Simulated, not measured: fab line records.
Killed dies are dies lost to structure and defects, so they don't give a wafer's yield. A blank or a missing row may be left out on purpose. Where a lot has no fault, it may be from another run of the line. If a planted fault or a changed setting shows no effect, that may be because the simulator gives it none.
Which tool is to blame? | flow n5Finfet | Sampling: 10 lots, 30 wafers, 3 of 1938 route steps

## WHAT EACH GAUGE READ, for each wafer
N5_BEOL_M0_SAQP_INSPECT_16: inspects for defects (brightfield).
lot  | measured     | on               | rawDefectCount
L075 | day 5 21:44  | defectInspect-02 | 438 497 506
L077 | day 6 04:13  | defectInspect-01 | 638 533 530
L079 | day 6 20:02  | defectInspect-01 | 559 586 401
L081 | day 7 04:10  | defectInspect-01 | 361 389 307
L084 | day 8 02:49  | defectInspect-01 | 424 385 405
L086 | day 8 12:33  | defectInspect-02 | 347 248 265
L088 | day 8 23:33  | defectInspect-02 | 434 513 529
L090 | day 9 12:08  | defectInspect-02 | 492 415 618
L092 | day 10 00:33 | defectInspect-01 | 256 388 282
L094 | day 10 07:28 | defectInspect-02 | 387 439 434

## EACH LOT AND THE TOOL THAT RAN IT (in order: tool; ch and the chambers of the sampled wafers; start)
lot  | N5_MOL_CONTACT_COAG_ETCHBACK_132 | N5_MOL_CONTACT_COAG_ETCH_91
L075 | rieDiel-04 ch 0,1,2, day 5 13:58 | rieDiel-04 ch 0,1,2, day 5 14:00
L077 | rieDiel-04 ch 0,2,3, day 5 21:02 | rieDiel-04 ch 0,2,3, day 5 21:04
L079 | rieDiel-05 ch 1,3, day 6 11:34   | rieDiel-05 ch 1,3, day 6 11:35
L081 | rieDiel-04 ch 0,1,2, day 6 20:09 | rieDiel-04 ch 0,1,2, day 6 20:11
L084 | rieDiel-04 ch 1,2,3, day 7 15:37 | rieDiel-04 ch 1,2,3, day 7 15:40
L086 | rieDiel-02 ch 0,1,3, day 8 03:55 | rieDiel-02 ch 0,1,3, day 8 03:58
L088 | rieDiel-04 ch 2,3, day 8 13:29   | rieDiel-04 ch 2,3, day 8 13:31
L090 | rieDiel-04 ch 1,2,3, day 9 03:22 | rieDiel-04 ch 1,2,3, day 9 03:24
L092 | rieDiel-05 ch 1,2, day 9 16:05   | rieDiel-05 ch 1,2, day 9 16:07
L094 | rieDiel-04 ch 0,1, day 10 00:26  | rieDiel-04 ch 0,1, day 10 00:28
- N5_MOL_CONTACT_COAG_ETCHBACK_132: etches SiO2 in CHF3, target depth 10 nm, time 6.7 s.
- N5_MOL_CONTACT_COAG_ETCH_91: etches SOC in N2/H2, target depth 60 nm, overetch 21 nm, time 101.2 s.

## THE ANSWER, worked out from the rows above alone
Rule: the lots themselves supply what counts as usual. The widest of any qualifying gaps counts: lots, ordered by their means at a reading, are off when they make up no more than a third of the lots, leave a main group of 4 or more, and stand apart from it by 3 or more times the standard deviation of that group's means. A main group whose means are all the same, to the digits that the tables above print for the reading, isn't used. A lot without any number at a reading at which 4 lots or more have one is off too. The other lots that the step has rows for count as sound.
Across all readings shown, no lot is off: no conclusion can be drawn from this.

## WHAT THE SIMULATOR PUT IN
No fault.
